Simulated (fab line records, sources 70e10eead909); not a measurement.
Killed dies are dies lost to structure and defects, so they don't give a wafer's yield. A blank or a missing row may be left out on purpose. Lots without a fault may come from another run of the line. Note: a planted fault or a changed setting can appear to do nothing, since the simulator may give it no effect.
Which tool was responsible? + flow nand-harc + Sampling: 14 lots, 42 wafers, 5 of 1302 route steps

## WHAT THE GAUGES READ, wafer by wafer
NHARC_END_SORT_01.
| lot  | measured     | on        | defect-limited-yield (%) | killed-at-array | killed-at-other | killed-at-periphery | killed-dies | killed-open | killed-short |
|------|--------------|-----------|--------------------------|-----------------|-----------------|---------------------|-------------|-------------|--------------|
| L168 | day 25 18:26 | prober-02 | 97 95 95                 | 19 29 28        | 0 0 2           | 2 6 3               | 21 35 33    | 3 3 4       | 0 4 2        |
| L169 | day 26 02:17 | prober-01 | 93 91 92                 | 44 55 47        | 1 2 1           | 3 2 8               | 48 59 56    | 2 3 2       | 5 2 2        |
| L170 | day 25 17:35 | prober-01 | 97 96 97                 | 18 23 14        | 2 2 0           | 2 1 5               | 22 26 19    | 4 3 3       | 3 3 1        |
| L171 | day 27 07:04 | prober-02 | 84 86 85                 | 104 89 96       | 0 0 0           | 3 6 3               | 107 95 99   | 1 4 7       | 3 5 1        |
| L176 | day 28 05:12 | prober-01 | 81 85 77                 | 37 51 48        | 1 5 1           | 90 43 108           | 128 99 157  | 2 4 3       | 2 3 2        |
| L178 | day 28 16:09 | prober-01 | 78 76 82                 | 76 72 82        | 0 1 0           | 73 89 39            | 149 162 121 | 3 0 0       | 4 6 4        |
| L182 | day 30 16:52 | prober-01 | 91 91 91                 | 58 55 59        | 1 0 2           | 1 4 3               | 60 59 64    | 5 3 6       | 2 3 1        |
| L184 | day 30 09:40 | prober-02 | 93 91 90                 | 45 53 60        | 0 1 1           | 3 6 5               | 48 60 66    | 3 3 2       | 0 1 2        |
| L185 | day 32 20:26 | prober-01 | 83 86 86                 | 110 97 88       | 3 1 0           | 5 0 8               | 118 98 96   | 4 4 0       | 4 1 1        |

## TOOL THAT RAN EACH LOT (tool first, then ch and the chambers of the sampled wafers, then the start)
| lot  | NHARC_P_M2_PVD_21            | NHARC_THIN_TSV_ETCHBACK_48         | NHARC_THIN_TSV_PVD_19                   | NHARC_THIN_TSV_PRE_CLEAN_54  |
|------|------------------------------|------------------------------------|-----------------------------------------|------------------------------|
| L168 | pvd-sputter-03, day 6 14:05  | rie-diel-10 ch 1,2,3, day 25 06:05 | pvd-sputter-02, day 25 08:44 or earlier | pvd-sputter-02, day 25 08:44 |
| L169 | pvd-sputter-01, day 6 19:58  | rie-diel-08 ch 1,2, day 25 08:31   | pvd-sputter-03, day 25 11:08 or earlier | pvd-sputter-02, day 25 11:08 |
| L170 | pvd-sputter-03, day 7 04:36  | rie-diel-10 ch 0,1,2, day 25 04:59 | pvd-sputter-01, day 25 07:32 or earlier | pvd-sputter-03, day 25 07:32 |
| L171 | pvd-sputter-01, day 8 05:31  | rie-diel-08 ch 0,1,3, day 26 17:06 | pvd-sputter-03, day 26 19:37 or earlier | pvd-sputter-03, day 26 19:37 |
| L176 | pvd-sputter-03, day 9 23:33  | rie-diel-08 ch 1,2, day 27 13:07   | pvd-sputter-01, day 27 15:40 or earlier | pvd-sputter-01, day 27 15:40 |
| L178 | pvd-sputter-03, day 10 15:07 | rie-diel-10 ch 0,1,2, day 28 02:38 | pvd-sputter-01, day 28 05:14 or earlier | pvd-sputter-02, day 28 05:14 |
| L182 | pvd-sputter-02, day 12 16:45 | rie-diel-08 ch 0,2,3, day 30 03:59 | pvd-sputter-02, day 30 06:40 or earlier | pvd-sputter-02, day 30 06:40 |
| L184 | pvd-sputter-01, day 13 00:13 | rie-diel-10 ch 0,2,3, day 29 20:38 | pvd-sputter-01, day 29 23:14 or earlier | pvd-sputter-02, day 29 23:14 |
| L185 | pvd-sputter-03, day 13 20:04 | rie-diel-10 ch 1,2, day 32 04:48   | pvd-sputter-03, day 32 07:40 or earlier | pvd-sputter-03, day 32 07:40 |
| L186 | pvd-sputter-03, day 13 23:52 | rie-diel-10 ch 0,2, day 31 19:08   | pvd-sputter-01, day 31 21:54 or earlier | pvd-sputter-02, day 31 21:54 |
| L188 | pvd-sputter-02, day 15 03:28 | rie-diel-10 ch 1,2,3, day 32 17:28 | pvd-sputter-03, day 32 20:04 or earlier | pvd-sputter-02, day 32 20:04 |
| L189 | pvd-sputter-03, day 15 03:40 | rie-diel-10 ch 0,1,2, day 32 18:40 | pvd-sputter-03, day 32 21:15 or earlier | pvd-sputter-02, day 32 21:15 |
| L190 | pvd-sputter-01, day 15 16:07 | rie-diel-10 ch 0,1,3, day 32 23:49 | pvd-sputter-03, day 33 02:31 or earlier | pvd-sputter-03, day 33 02:31 |
| L191 | pvd-sputter-02, day 15 21:40 | rie-diel-10 ch 0,3, day 32 22:53   | pvd-sputter-02, day 33 01:29 or earlier | pvd-sputter-02, day 33 01:29 |
- NHARC_P_M2_PVD_21: deposits Cu, target thk 30 nm, time 20.49 s.
- NHARC_THIN_TSV_ETCHBACK_48: etches the open film in C4F8/Ar, target depth 1028.5 nm, time 405.17 s.
- NHARC_THIN_TSV_PVD_19: deposits TaN, target thk 20 nm.
- NHARC_THIN_TSV_PRE_CLEAN_54: time 30 s.

## WHAT THE TOOLS THEMSELVES READ (means of the sampled wafers that have a number; where no wafer has one, the mark that the record gives instead)
NHARC_P_M2_PVD_21.
| lot  | tool           | throttle-valve-pct (%) |
|------|----------------|------------------------|
| L168 | pvd-sputter-03 | 29.1                   |
| L169 | pvd-sputter-01 | 31.4                   |
| L170 | pvd-sputter-03 | 29.6                   |
| L171 | pvd-sputter-01 | 31.4                   |
| L176 | pvd-sputter-03 | 29.7                   |
| L178 | pvd-sputter-03 | 30.0                   |
| L182 | pvd-sputter-02 | 30.1                   |
| L184 | pvd-sputter-01 | 31.5                   |
| L185 | pvd-sputter-03 | 31.5                   |
| L186 | pvd-sputter-03 | 29.3                   |
| L188 | pvd-sputter-02 | 30.6                   |
| L189 | pvd-sputter-03 | 29.4                   |
| L190 | pvd-sputter-01 | 31.0                   |
| L191 | pvd-sputter-02 | 29.6                   |

NHARC_THIN_TSV_ETCHBACK_48.
| lot  | tool        | oes-product-au (a.u.) | rf-vpp-V (V) |
|------|-------------|-----------------------|--------------|
| L168 | rie-diel-10 | 0.92                  | 545          |
| L169 | rie-diel-08 | 0.97                  | 547          |
| L170 | rie-diel-10 | 0.94                  | 545          |
| L171 | rie-diel-08 | 0.93                  | 546          |
| L176 | rie-diel-08 | 1.01                  | 546          |
| L178 | rie-diel-10 | 0.93                  | 546          |
| L182 | rie-diel-08 | 0.93                  | 545          |
| L184 | rie-diel-10 | 0.93                  | 548          |
| L185 | rie-diel-10 | 1.01                  | 543          |
| L186 | rie-diel-10 | 0.93                  | 547          |
| L188 | rie-diel-10 | 0.93                  | 545          |
| L189 | rie-diel-10 | 0.93                  | 545          |
| L190 | rie-diel-10 | 0.93                  | 546          |
| L191 | rie-diel-10 | 1.01                  | 548          |

NHARC_THIN_TSV_PVD_19.
| lot  | tool           | throttle-valve-pct (%) |
|------|----------------|------------------------|
| L168 | pvd-sputter-02 | 30.1                   |
| L169 | pvd-sputter-03 | 30.5                   |
| L170 | pvd-sputter-01 | 31.4                   |
| L171 | pvd-sputter-03 | 29.3                   |
| L176 | pvd-sputter-01 | 30.9                   |
| L178 | pvd-sputter-01 | 31.2                   |
| L182 | pvd-sputter-02 | 29.3                   |
| L184 | pvd-sputter-01 | 31.9                   |
| L185 | pvd-sputter-03 | 30.5                   |
| L186 | pvd-sputter-01 | 31.8                   |
| L188 | pvd-sputter-03 | 29.7                   |
| L189 | pvd-sputter-03 | 30.3                   |
| L190 | pvd-sputter-03 | 31.2                   |
| L191 | pvd-sputter-02 | 30.5                   |

NHARC_THIN_TSV_PRE_CLEAN_54.
| lot  | tool           | heater-power-w (W) |
|------|----------------|--------------------|
| L168 | pvd-sputter-02 | 389                |
| L169 | pvd-sputter-02 | 386                |
| L170 | pvd-sputter-03 | 400                |
| L171 | pvd-sputter-03 | 399                |
| L176 | pvd-sputter-01 | 445                |
| L178 | pvd-sputter-02 | 384                |
| L182 | pvd-sputter-02 | 362                |
| L184 | pvd-sputter-02 | 385                |
| L185 | pvd-sputter-03 | 414                |
| L186 | pvd-sputter-02 | 365                |
| L188 | pvd-sputter-02 | 397                |
| L189 | pvd-sputter-02 | 371                |
| L190 | pvd-sputter-03 | 404                |
| L191 | pvd-sputter-02 | 377                |

## THE ANSWER, worked out from the rows above alone
Rule: usual is defined by the lots themselves. The widest of any qualifying gaps counts: lots, ordered by their means at a reading, are off when they make up no more than a third of the lots, leave a main group of 4 or more, and stand apart from it by 3 or more times the standard deviation of that group's means. A main group is skipped when, at the precision printed for the reading in the tables above, its means are all equal. A lot without any number at a reading at which 4 lots or more have one is off too. All remaining lots with rows at the step are treated as sound. The gauges are gone through in route order, then the tools' own readings, and for those a lot's mean is taken as printed above. At the first step where some lot is off, the reading lying furthest off is the one used; lots without a number count as furthest.
Off at NHARC_END_SORT_01 (killed-at-periphery): L176, L178. Main group: mean 3.8, sd 0.75. Neither off nor sound, because the step has no rows for them: L186, L188, L189, L190, L191.
A tool fits if, at a process step before that reading, it ran every lot that is off, and no sound lot after the first of them. Those tools and the gauges at NHARC_END_SORT_01 are tried in the same way. NHARC_THIN_TSV_PVD_19: start missing for some lots; hours and lot order therefore follow NHARC_THIN_TSV_PRE_CLEAN_54. Of those tried, none fits.

## WHAT THE SIMULATOR HAD PUT IN
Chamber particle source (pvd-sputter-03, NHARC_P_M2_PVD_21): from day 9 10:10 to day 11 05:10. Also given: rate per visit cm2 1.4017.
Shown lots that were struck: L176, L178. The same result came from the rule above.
